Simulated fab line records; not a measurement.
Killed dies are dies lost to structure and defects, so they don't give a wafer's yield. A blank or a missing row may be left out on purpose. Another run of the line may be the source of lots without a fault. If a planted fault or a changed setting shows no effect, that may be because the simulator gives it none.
fab line records	flow n5Finfet
record: lots: 6	wafers: 16	lastDay: 18
route steps=1938 shown BEOL_M2@868 BEOL_M4@1111 PASSIVATION@1936
lots untouched by any fault: they come from a run of this same line in which no faults occurred
startH: hours from the record's opening day to when the first of the lot's shown wafers began	waitH: how many hours have passed since the lot's step before this one	" unchanged from the row above	L1.1+2: one row covering several wafers at once	- value missing, or start not given	* or withheld: withheld	< > ~ a bound
route shown NAME@n: a module of which the file shows steps, and the number in the route of the first	usual: mean/standard deviation of fault-free wafers	same: alike in all rows	chamber/n: place in a boat	sites: per-site readings	_std_site: the standard deviation of these	_edge_site: inner sites' mean taken away from outer sites' mean	radiusMm: how far each site lies from the wafer's centre	mask NAME#n: copy n	behind: the most recent tool/chamber to have shaped the wafer	hold: why the lot was held/for how many hours/how that ended	device: the transistor (n, p or np) that didn't switch	end of line: tests run on the same wafers once the route is complete	a step given without rows: its recipe and nothing more	killed: at the first sort, the dies lost to defects and structure; wafer yield is something else	map: per-die view of a wafer (x killed, . not killed, _ where there is no die)
set.NAME: setting as actually run; set.NAME@STEP: the setting as run at that earlier step	model.NAME: the simulator's own value behind a step, which no gauge read
certain route steps with their lots: each step a table, each wafer a row
services: the hour from which a tool's chamber was out of use, counted from the record's first day as startH (under 0 if before that day), plus the number of hours and why
== steps ==
step: N5_BEOL_M2_COAT_68
recipe: resist: SiARC	tempC: 220	timeS: 60	spinRpm: 1500	resistThkNm: 12
step: N5_BEOL_M2_COAT_76
recipe: resist: underlayer	tempC: 205	timeS: 60	spinRpm: 1500	resistThkNm: 5
step: N5_BEOL_M2_COAT_22
recipe: resist: CAR-EUV	spinRpm: 1500	resistThkNm: 30
step: N5_BEOL_M2_EBR_24
recipe: solvent: PGMEA	ebrWidthMm: 1.5
step: N5_BEOL_M2_SOFTBAKE_23
recipe: tempC: 110	timeS: 60	resist: CAR-EUV
step: N5_BEOL_M2_EXPOSE_25
recipe: maskId: V1	na: 0.33	sourceShape: quasar	sigmaInner: 0.2	sigmaOuter: 0.8	polarization: unpolarized	defocusNm: 5	doseMj: 63
step: N5_BEOL_M2_PEB_26
recipe: pebTempC: 100	pebTimeS: 60	resist: CAR-EUV
step: N5_BEOL_M2_DEVELOP_27
recipe: developTimeS: 30	developer: TMAH	resist: CAR-EUV	rinseLiquid: surfactantRinse	dry: airSpin	devTempC: 23
step: N5_BEOL_M2_CD_MEAS_28
recipe: targetCdNm: 26.2	landingEnergyEv: 500	detector: seInlens	targetCdYNm: 24.1	polarity: opening
usual: cdNm: 26.2/0.31
lot.wafer	tool	chamber	startH	waitH	cdNm
L115.1	cdSem-03	0	141.28	-	26.3
L115.2	"	0	"	"	26.2
L115.5	"	0	"	"	26.5
L123.3	cdSem-03	0	203.79	-	26.0
L123.4	"	0	"	"	26.2
L123.6	"	0	"	"	26.6
L130.3	cdSem-02	0	240.74	-	26.5
L130.6	"	0	"	"	26.2
L131.4	cdSem-01	0	244.15	-	25.8
L131.5	"	0	"	"	26.3
L133.2	cdSem-02	0	265.04	-	26.6
L133.4	"	0	"	"	25.9
L133.6	"	0	"	"	25.5
L135.2	cdSem-03	0	272.51	-	25.8
L135.3	"	0	"	"	26.1
L135.4	"	0	"	"	26.4
step: N5_BEOL_M2_OVL_MEAS_29
recipe: pointsPerWafer: 522
usual: V1_OVL: 0.1/0.65
lot.wafer	tool	chamber	startH	waitH	V1_OVL[nm]
L115.1	overlay-02	0	141.31	0.0	0.7
L115.2	"	0	"	"	-0.6
L115.5	"	0	"	"	0.2
L123.3	overlay-02	0	203.83	0.0	0.5
L123.4	"	0	"	"	0.3
L123.6	"	0	"	"	0.3
L130.3	overlay-02	0	240.78	0.0	0.7
L130.6	"	0	"	"	0.5
L131.4	overlay-02	0	244.20	0.0	-0.8
L131.5	"	0	"	"	0.5
L133.2	overlay-02	0	265.08	0.0	-0.8
L133.4	"	0	"	"	-0.1
L133.6	"	0	"	"	-0.9
L135.2	overlay-01	0	272.55	0.0	-0.2
L135.3	"	0	"	"	-0.2
L135.4	"	0	"	"	-0.6
step: N5_BEOL_M2_INSPECT_30
recipe: mode: adi	inspectInstrument: brightfield
usual: rawDefectCount: 449/110
lot.wafer	tool	chamber	startH	waitH	rawDefectCount
L115.1	defectInspect-01	-	141.37	0.1	385
L115.2	"	-	"	"	469
L115.5	"	-	"	"	483
L123.3	defectInspect-01	-	203.87	0.0	257
L123.4	"	-	"	"	319
L123.6	"	-	"	"	344
L130.3	defectInspect-01	-	240.82	0.0	569
L130.6	"	-	"	"	547
L131.4	defectInspect-01	-	244.24	0.0	440
L131.5	"	-	"	"	517
L133.2	defectInspect-01	-	265.13	0.0	436
L133.4	"	-	"	"	341
L133.6	"	-	"	"	374
L135.2	defectInspect-02	-	272.60	0.0	644
L135.3	"	-	"	"	537
L135.4	"	-	"	"	687
step: N5_BEOL_M2_DESCUM_33
recipe: chemistry: O2	timeS: 7	sourcePowerW: 50	biasPowerW: 20	pressureMtorr: 20	rfFrequencyHz: 2.712e+07	tempC: 40	resist: CAR-EUV	o2FlowSccm: 225
usual: drypumpMotorCurrentA: 5.6/0.44	oesProductAu: 0.81/0.1	rfVppV: 243.5/1.4	showerheadPlenumPTorr: 2.12/0.074	throttleValvePct: 20.42/0.21
lot.wafer	tool	chamber	startH	waitH	drypumpMotorCurrentA	oesProductAu	rfHoursCounterH	rfVppV	showerheadPlenumPTorr	throttleValvePct
L115.1	rieDiel-04	3	141.41	0.0	6.0	0.97	2	244.3	2.15	20.41
L115.2	"	0	"	"	5.9	0.69	200	243.9	2.17	20.39
L115.5	"	1	"	"	5.7	0.76	-	244.5	2.06	20.35
L123.3	rieDiel-03	2	203.91	0.0	5.2	0.73	192	240.8	2.00	20.78
L123.4	"	3	"	"	4.8	0.93	16	244.5	2.21	20.04
L123.6	"	0	"	"	5.0	0.83	-	244.8	2.11	20.33
L130.3	rieDiel-03	0	240.86	0.0	5.0	0.81	61	242.5	2.11	20.34
L130.6	"	3	"	"	4.8	0.91	-	245.0	2.20	20.06
L131.4	rieDiel-03	3	244.27	0.0	4.9	0.91	30	244.9	2.20	20.03
L131.5	"	3	"	"	4.9	0.90	-	245.2	2.20	20.05
L133.2	rieDiel-02	0	265.16	0.0	6.3	0.78	110	241.9	2.12	20.84
L133.4	"	3	"	"	5.7	0.88	38	243.7	2.07	20.40
L133.6	"	2	"	"	5.3	0.74	-	244.5	2.21	20.48
L135.2	rieDiel-02	1	272.64	0.0	5.4	0.96	20	243.8	2.06	20.53
L135.3	"	3	"	"	5.7	0.86	40	241.6	2.07	20.39
L135.4	"	1	"	"	5.5	0.95	-	242.8	2.06	20.51
step: N5_BEOL_M2_ETCH_77
recipe: chemistry: N2/H2	target: underlayer	targetDepthA: 65	maskMaterial: CAR-EUV	timeS: 5.2	ionEnergyEv: 200	pressureMtorr: 30	sourceW: 840	biasW: 150	n2FlowSccm: 200	h2FlowSccm: 200	ends: cleared
usual: biasW: 150.0/0.47	drypumpMotorCurrentA: 5.6/0.43	etchRfOnTimeS: 5.20/0.24	oesProductAu: 0.69/0.083	rfVppV: 525.0/2.6	showerheadPlenumPTorr: 2.57/0.091	throttleValvePct: 17.79/0.21
lot.wafer	tool	chamber	startH	waitH	biasW	drypumpMotorCurrentA	etchRfOnTimeS	oesProductAu	rfHoursCounterH	rfVppV	showerheadPlenumPTorr	throttleValvePct
L115.1	rieDiel-04	3	141.44	0.0	150.2	6.0	5.42	0.83	2	526.8	2.62	17.84
L115.2	"	0	"	"	149.8	5.8	5.32	0.58	200	526.5	2.65	17.92
L115.5	"	1	"	"	150.0	5.7	5.03	0.66	-	522.4	2.55	18.01
L123.3	rieDiel-03	2	203.94	0.0	150.1	5.2	4.96	0.62	192	521.5	2.41	17.94
L123.4	"	3	"	"	150.6	4.9	5.11	0.79	16	529.5	2.71	17.63
L123.6	"	0	"	"	149.5	5.0	4.99	0.74	-	526.6	2.56	17.59
L130.3	rieDiel-03	0	240.89	0.0	149.3	5.0	3.85	0.83	61	526.0	2.55	17.59
L130.6	"	3	"	"	149.3	4.9	5.10	0.76	-	527.1	2.70	17.66
L131.4	rieDiel-03	3	244.31	0.0	149.5	4.9	3.88	0.89	30	530.4	2.70	17.67
L131.5	"	3	"	"	150.6	4.9	5.13	0.76	-	528.8	2.70	17.64
L133.2	rieDiel-02	0	265.20	0.0	148.9	6.4	5.07	0.69	110	522.3	2.53	17.86
L133.4	"	3	"	"	150.8	5.7	5.23	0.75	38	521.2	2.45	17.37
L133.6	"	2	"	"	150.4	5.2	5.16	0.64	-	527.2	2.63	17.66
L135.2	rieDiel-02	1	272.67	0.0	150.2	5.5	5.19	0.79	20	524.6	2.51	17.97
L135.3	"	3	"	"	149.7	5.7	5.28	0.73	40	524.2	2.45	17.37
L135.4	"	1	"	"	150.1	5.5	5.24	0.78	-	522.3	2.51	17.97
step: N5_BEOL_M2_ETCH_69
recipe: chemistry: CF4	target: SiARC	targetDepthA: 156	maskMaterial: CAR-EUV	timeS: 26	ionEnergyEv: 80	pressureMtorr: 40	sourceW: 545	biasW: 36	Ar_flow_sccm: 100	cf4FlowSccm: 100	ends: cleared
usual: biasW: 35.99/0.12	drypumpMotorCurrentA: 5.6/0.44	etchRfOnTimeS: 26.0/1	oesProductAu: 0.69/0.084	rfVppV: 184.3/1.2	showerheadPlenumPTorr: 2.16/0.067	throttleValvePct: 15.58/0.2
lot.wafer	tool	chamber	startH	waitH	biasW	drypumpMotorCurrentA	etchRfOnTimeS	oesProductAu	rfHoursCounterH	rfVppV	showerheadPlenumPTorr	throttleValvePct
L115.1	rieDiel-04	3	141.46	0.0	36.12	6.0	26.6	0.82	2	184.4	2.17	15.44
L115.2	"	0	"	"	36.10	5.8	26.2	0.60	200	186.1	2.21	15.58
L115.5	"	1	"	"	35.88	5.7	25.5	0.65	-	184.1	2.13	15.72
L123.3	rieDiel-03	2	203.96	0.0	36.17	5.2	25.2	0.62	192	184.9	2.05	15.94
L123.4	"	3	"	"	36.24	4.9	26.1	0.77	16	185.7	2.27	15.38
L123.6	"	0	"	"	36.09	5.0	25.4	0.72	-	186.0	2.17	15.51
L130.3	rieDiel-03	0	240.91	0.0	36.04	5.0	25.7	0.71	61	184.9	2.16	15.55
L130.6	"	3	"	"	35.65	4.9	25.8	0.75	-	186.3	2.27	15.39
L131.4	rieDiel-03	3	244.32	0.0	35.86	4.8	25.6	0.76	30	184.7	2.27	15.39
L131.5	"	3	"	"	35.96	4.8	25.6	0.75	-	185.6	2.27	15.39
L133.2	rieDiel-02	0	265.21	0.0	36.11	6.3	25.2	0.68	110	184.9	2.16	15.89
L133.4	"	3	"	"	35.91	5.7	25.9	0.76	38	184.6	2.09	15.36
L133.6	"	2	"	"	35.95	5.3	26.1	0.63	-	184.4	2.21	15.41
L135.2	rieDiel-02	1	272.69	0.0	36.06	5.4	26.1	0.79	20	181.7	2.11	15.55
L135.3	"	3	"	"	35.99	5.7	26.4	0.73	40	182.3	2.09	15.36
L135.4	"	1	"	"	35.97	5.4	26.0	0.79	-	182.7	2.11	15.56
step: N5_BEOL_M4_RC_MEAS_101
usual: DIBL_N: 36.4/2.2	DIBL_P: 36.3/2.5	IOFF_N: 0.17/0.052	IOFF_P: 0.23/0.049	ION_N: 674/17	ION_P: 464/11	SS_N: 71.7/0.98	SS_P: 73.3/0.84	VT_N: 250/4	VT_P: -249/3.8
lot.wafer	tool	chamber	startH	waitH	DIBL_N[mV/V]	DIBL_P[mV/V]	IOFF_N[nA/um]	IOFF_P[nA/um]	ION_N[uA/um]	ION_P[uA/um]	SS_N[mV/dec]	SS_P[mV/dec]	VT_N[mV]	VT_P[mV]
L115.1	prober-01	0	186.10	0.0	34.2	33.0	0.12	0.17	667	458	70.8	72.6	252	-253
L115.2	"	0	"	"	35.8	34.4	0.12	0.18	659	454	72.0	73.1	254	-254
L115.5	"	0	"	"	35.7	33.2	0.12	0.16	634	439	71.7	71.6	255	-254
L123.3	prober-01	0	243.03	0.3	37.5	38.6	0.19	0.29	689	478	72.5	74.2	248	-245
L123.4	"	0	"	"	37.2	34.5	0.17	0.23	659	457	72.8	73.0	251	-247
L123.6	"	0	"	"	38.3	37.0	0.21	0.28	704	478	72.7	73.3	245	-244
L131.4	prober-02	0	299.02	0.5	34.4	33.7	0.11	0.16	659	450	71.2	72.5	253	-254
L131.5	"	0	"	"	39.2	39.3	0.22	0.25	688	462	72.3	74.1	243	-251
L133.2	prober-02	0	317.61	0.2	36.3	36.3	0.16	0.22	680	470	71.6	72.9	248	-248
L133.4	"	0	"	"	35.4	35.8	0.15	0.23	676	477	71.2	73.4	247	-246
L133.6	"	0	"	"	39.9	40.6	0.25	0.31	690	467	72.9	74.3	244	-244
L130.3	prober-01	0	322.15	0.3	34.0	33.9	0.12	0.18	669	465	70.6	73.1	255	-248
L130.6	"	0	"	"	42.9	38.9	0.49	0.29	666	452	78.0	74.8	246	-245
L135.2	prober-02	0	332.12	0.2	37.5	38.5	0.20	0.28	696	474	72.0	73.5	248	-247
L135.3	"	0	"	"	35.0	34.6	0.15	0.20	674	462	71.2	72.1	252	-250
L135.4	"	0	"	"	36.7	35.9	0.18	0.23	672	465	72.4	73.5	248	-248
step: N5_PASSIVATION_PROBE_49
usual: defectLimitedYield: 91.2/1.4	killed_at_M0_to_M3: 34/9.3	killed_at_M4_up: 14/5.9	killedAtContacts: 14/5.7	killedAtFrontEnd: 38/10	killedAtOther: 4/3.2	killedDies: 104/17	killedOpen: 67/13	killedShort: 33/6.9	sort_bin_4_leakage: 0/3.6	sort_bin_5_function: 5.2/1	sort_bin_6_memory: 3.3/0.61	sort_bin_8_speed: 0.3/1.8	sortNPass: 1069/52
same: grossDies: 1180	killedAtBackSide: 0
lot.wafer	tool	chamber	startH	waitH	defectLimitedYield[%]	killed_at_M0_to_M3	killed_at_M4_up	killedAtContacts	killedAtFrontEnd	killedAtOther	killedDies	killedOpen	killedShort	sort_bin_4_leakage[%]	sort_bin_5_function[%]	sort_bin_6_memory[%]	sort_bin_8_speed[%]	sortNPass
L115.1	prober-01	-	292.10	0.0	90.4	40	9	21	40	3	113	74	37	0	5.5	3.9	0	1067
L115.2	prober-01	-	292.15	0.1	91.6	24	3	16	43	13	99	68	30	0	5.3	3.1	0	1081
L115.5	prober-01	-	292.30	0.2	90.6	34	10	23	36	8	111	58	50	0	4.8	4.0	6.9	988
L123.3	prober-01	-	350.49	1.0	90.1	43	16	19	34	5	117	71	45	0	5.4	4.2	0	1063
L123.4	prober-01	-	350.54	1.1	89.6	61	12	7	42	1	123	72	48	0	6.1	3.5	0	1057
L123.6	prober-01	-	350.64	1.2	91.4	40	14	6	33	8	101	69	29	0	4.5	3.8	0	1079
L131.4	prober-01	-	408.83	0.2	90.3	50	11	8	41	5	115	65	44	0	5.1	4.3	0	1065
L131.5	prober-01	-	408.88	0.2	91.5	24	10	17	42	7	100	57	37	0	4.7	3.2	0	1080
L130.3	prober-02	-	428.46	0.1	88.7	38	2	17	69	7	133	83	40	0	7.7	3.5	0	1047
L130.6	prober-02	-	428.61	0.3	89.5	38	15	13	56	2	124	68	52	39	5.8	4.0	0	592
killed by level:class
L115.1 MOL_CONTACT_COAG:geometricParticle:open=16 BEOL_M2:geometricParticle:open=10 GATE_CUT:geometricParticle:short=7 FIN_SAQP:geometricParticle:open=6 DUMMY_GATE:geometricParticle:open=6 BEOL_M0_SAQP:geometricParticle:open=6 BEOL_M3:geometricParticle:open=6 MOL_CONTACT_COAG:geometricParticle:short=5
L115.2 MOL_CONTACT_COAG:geometricParticle:open=15 GATE_CUT:geometricParticle:short=8 BEOL_M1:geometricParticle:open=8 DUMMY_GATE:geometricParticle:open=7 PAD_METAL:geometricParticle:short=7 FIN_SAQP:geometricParticle:open=5 STI_FIN_REVEAL:geometricParticle:open=5 PAD_METAL:geometricParticle:open=5
L115.5 MOL_CONTACT_COAG:geometricParticle:open=18 BEOL_M0_SAQP:geometricParticle:short=12 FIN_SAQP:geometricParticle:short=10 GATE_CUT:geometricParticle:short=10 BEOL_M0_SAQP:geometricParticle:open=7 FIN_SAQP:geometricParticle:open=5 MOL_CONTACT_COAG:geometricParticle:short=5 BEOL_M4:geometricParticle:open=5
L123.3 BEOL_M0_SAQP:geometricParticle:open=17 MOL_CONTACT_COAG:geometricParticle:open=14 BEOL_M0_SAQP:geometricParticle:short=11 FIN_SAQP:geometricParticle:short=10 STI_FIN_REVEAL:geometricParticle:open=6 BEOL_M4:geometricParticle:open=6 MOL_CONTACT_COAG:geometricParticle:short=5 BEOL_M2:geometricParticle:open=5
L123.4 BEOL_M0_SAQP:geometricParticle:short=24 STI_FIN_REVEAL:geometricParticle:open=16 BEOL_M0_SAQP:geometricParticle:open=15 BEOL_M2:geometricParticle:open=11 FIN_SAQP:geometricParticle:short=10 FIN_SAQP:geometricParticle:open=5 BEOL_M4:geometricParticle:open=5 MOL_CONTACT_COAG:geometricParticle:open=4
L123.6 BEOL_M0_SAQP:geometricParticle:open=17 STI_FIN_REVEAL:geometricParticle:open=8 BEOL_M0_SAQP:geometricParticle:short=8 MOL_CONTACT_COAG:geometricParticle:open=6 BEOL_M2:geometricParticle:open=6 BEOL_M3:geometricParticle:open=6 BEOL_M4:geometricParticle:open=5 FIN_SAQP:geometricParticle:open=4
L131.4 BEOL_M0_SAQP:geometricParticle:short=20 BEOL_M0_SAQP:geometricParticle:open=11 BEOL_M3:geometricParticle:open=10 DUMMY_GATE:geometricParticle:open=9 FIN_SAQP:geometricParticle:open=5 MOL_CONTACT_COAG:geometricParticle:open=5 FIN_SAQP:geometricParticle:short=4 STI_FIN_REVEAL:geometricParticle:open=4
L131.5 MOL_CONTACT_COAG:geometricParticle:open=16 BEOL_M0_SAQP:geometricParticle:short=11 STI_FIN_REVEAL:geometricParticle:open=7 BEOL_M0_SAQP:geometricParticle:open=5 GATE_CUT:geometricParticle:short=4 BEOL_M5:geometricParticle:open=4 STARTING-WAFER:geometricParticle:short=4 STARTING-WAFER:geometricParticle:open=4
L130.3 STI_FIN_REVEAL:geometricParticle:open=26 BEOL_M0_SAQP:geometricParticle:short=12 BEOL_M0_SAQP:geometricParticle:open=10 FIN_SAQP:geometricParticle:open=8 BEOL_M2:geometricParticle:open=8 MOL_CONTACT_COAG:areaEtch=8 MOL_CONTACT_COAG:geometricParticle:open=7 GATE_CUT:geometricParticle:open=5
L130.6 STI_FIN_REVEAL:geometricParticle:open=21 BEOL_M0_SAQP:geometricParticle:short=13 FIN_SAQP:geometricParticle:short=12 GATE_CUT:geometricParticle:short=11 BEOL_M0_SAQP:geometricParticle:open=9 MOL_CONTACT_COAG:geometricParticle:open=8 FIN_SAQP:geometricParticle:open=6 BEOL_M1:geometricParticle:open=5
== services ==
tool	chamber	startH	hours	kind
rieDiel-04	3	118.34	-	clean
rieDiel-04	3	118.34	-	consumableReplace:focusRing
rieDiel-04	3	118.34	17.5	scheduledDown
rieDiel-04	3	118.34	17.5	ventCycle
rieDiel-03	3	134.34	-	clean
rieDiel-03	3	134.34	-	consumableReplace:focusRing
rieDiel-03	3	134.34	-	consumableReplace:showerhead
rieDiel-03	3	134.34	23.1	scheduledDown
rieDiel-03	3	134.34	23.1	ventCycle
rieDiel-04	2	135.83	-	clean
rieDiel-04	2	135.83	-	consumableReplace:focusRing
rieDiel-02	3	140.88	-	clean
rieDiel-02	3	140.88	-	consumableReplace:focusRing
rieDiel-02	3	140.88	17.4	scheduledDown
rieDiel-02	3	140.88	17.4	ventCycle
rieDiel-04	0	148.13	4.3	repair
rieDiel-02	1	191.74	-	clean
rieDiel-02	1	191.74	-	consumableReplace:focusRing
rieDiel-02	1	191.74	22.8	scheduledDown
rieDiel-02	1	191.74	22.8	ventCycle
rieDiel-03	0	201.11	2.7	repair
rieDiel-04	2	244.17	16.4	repair
rieDiel-03	1	263.46	-	clean
rieDiel-03	1	263.46	-	consumableReplace:focusRing
== key ==
firstSign: step: N5_BEOL_M2_ETCH_77	reading: etchRfOnTimeS	direction: down	sigmas: 5.5	usual: *	struck: *
effect none on later readings
metAt N5_BEOL_M2_ETCH_77
struckWafers L130.3,L131.4
onsetBetween 203.94 240.89
fault: kind: processParameterDrift	tool: rieDiel-03	chamber: -	onsetH: 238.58	steps: N5_BEOL_M2_ETCH_77	channel: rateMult	offset: 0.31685	shape: step	endH: 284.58	scope: struckWafersOnly
